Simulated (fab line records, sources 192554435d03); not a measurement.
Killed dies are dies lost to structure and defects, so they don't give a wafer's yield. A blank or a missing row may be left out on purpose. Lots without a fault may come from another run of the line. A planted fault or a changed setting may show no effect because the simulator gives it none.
Split-lot experiment | flow n5_finfet | 7 lots, 21 wafers read, on a route of 1938 steps

THE SPLIT
At N5_MOL_CONTACT_COAG_ETCHBACK_135 (etches SiO2 in CHF3, target depth 25 nm, time 16.7 s), the setting time_s was moved away from the recipe's 16.7 s on 6 of the 21 wafers read, by -16.0% to +13.1%. The other wafers ran this setting at the recipe's value.

The reading is taken at the split's own step.

THE READING
SOC_of_MOL_CONTACT_COAG_COAT_75.thk_nm (the simulator's own value, which no gauge read), in nm, at N5_MOL_CONTACT_COAG_ETCHBACK_135 (etches SiO2 in CHF3, target depth 25 nm, time 16.7 s). The file gives no usual value for it. The 15 wafers here that ran the recipe average 57.5 nm, standard deviation 0.14 nm.

wafer  | tool, chamber at the split | time_s as run, s | against the recipe | SOC_of_MOL_CONTACT_COAG_COAT_75.thk_nm, nm | against lot-mates on the recipe
L074.4 | rie_diel-05, 2             | 16.7             | recipe             | 57.6                                       | -
L074.5 | rie_diel-05, 1,0           | 15.05            | -9.9%              | 57.8                                       | +0.2
L074.6 | rie_diel-05, 1,0           | 15.05            | -9.9%              | 57.8                                       | +0.2
L075.2 | rie_diel-05, 1,0,3         | 16.7             | recipe             | 57.6                                       | -
L075.3 | rie_diel-05, 1,0,3         | 16.7             | recipe             | 57.6                                       | -
L075.4 | rie_diel-05, 1,0,3         | 16.7             | recipe             | 57.6                                       | -
L084.3 | rie_diel-05, 3,2           | 16.7             | recipe             | 57.4                                       | -
L084.6 | rie_diel-05, 3,2           | 16.7             | recipe             | 57.4                                       | -
L084.5 | rie_diel-05, 3             | 16.7             | recipe             | 57.6                                       | -
L088.1 | rie_diel-01, 0             | 14.03            | -16.0%             | 58.2                                       | +0.7
L088.3 | rie_diel-01, 2             | 16.7             | recipe             | 57.4                                       | -
L088.5 | rie_diel-01, 2             | 16.7             | recipe             | 57.6                                       | -
L091.1 | rie_diel-05, 1             | 16.7             | recipe             | 57.6                                       | -
L091.2 | rie_diel-05, 3             | 16.7             | recipe             | 57.4                                       | -
L091.5 | rie_diel-05, 0             | 14.31            | -14.3%             | 58                                         | +0.5
L093.1 | rie_diel-02, 3             | 16.7             | recipe             | 57.2                                       | -
L093.2 | rie_diel-02, 0             | 16.7             | recipe             | 57.4                                       | -
L093.5 | rie_diel-02, 0             | 15.74            | -5.7%              | 57.6                                       | +0.3
L097.4 | rie_diel-01, 3             | 16.7             | recipe             | 57.2                                       | -
L097.5 | rie_diel-01, 2             | 16.7             | recipe             | 57.4                                       | -
L097.6 | rie_diel-01, 1             | 18.88            | +13.1%             | 57                                         | -0.3
Where a row lists several chambers, the file gives one row for several wafers and doesn't say which wafer went through which chamber.

THE FIT
A straight line over all 21 wafers: SOC_of_MOL_CONTACT_COAG_COAT_75.thk_nm changes by -0.0383 nm for each +1% of time_s; r = -0.88; the points scatter about the line by 0.13 nm.
The same after taking each lot's own level away (the mean of its wafers on the recipe; 21 wafers): -0.032 nm for each +1%; r = -0.90; scatter 0.1 nm.
On that fit, the largest move of time_s shifts the reading by 0.51 nm.
The lots' own levels span 57.30 to 57.60 nm, that is 2.1 times the standard deviation above.
So the lot-to-lot level changes the slope: the two fits differ.
Check: with one of the wafers moved furthest among these (-16.0%) left out of the fit, the line predicts +0.446 nm for it against its lot-mates. It came out at +0.7 nm against them.

THE FILE'S OWN FIT
SOC_of_MOL_CONTACT_COAG_COAT_75.thk_nm changes by -0.0341 nm for each +1% of time_s, r = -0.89.
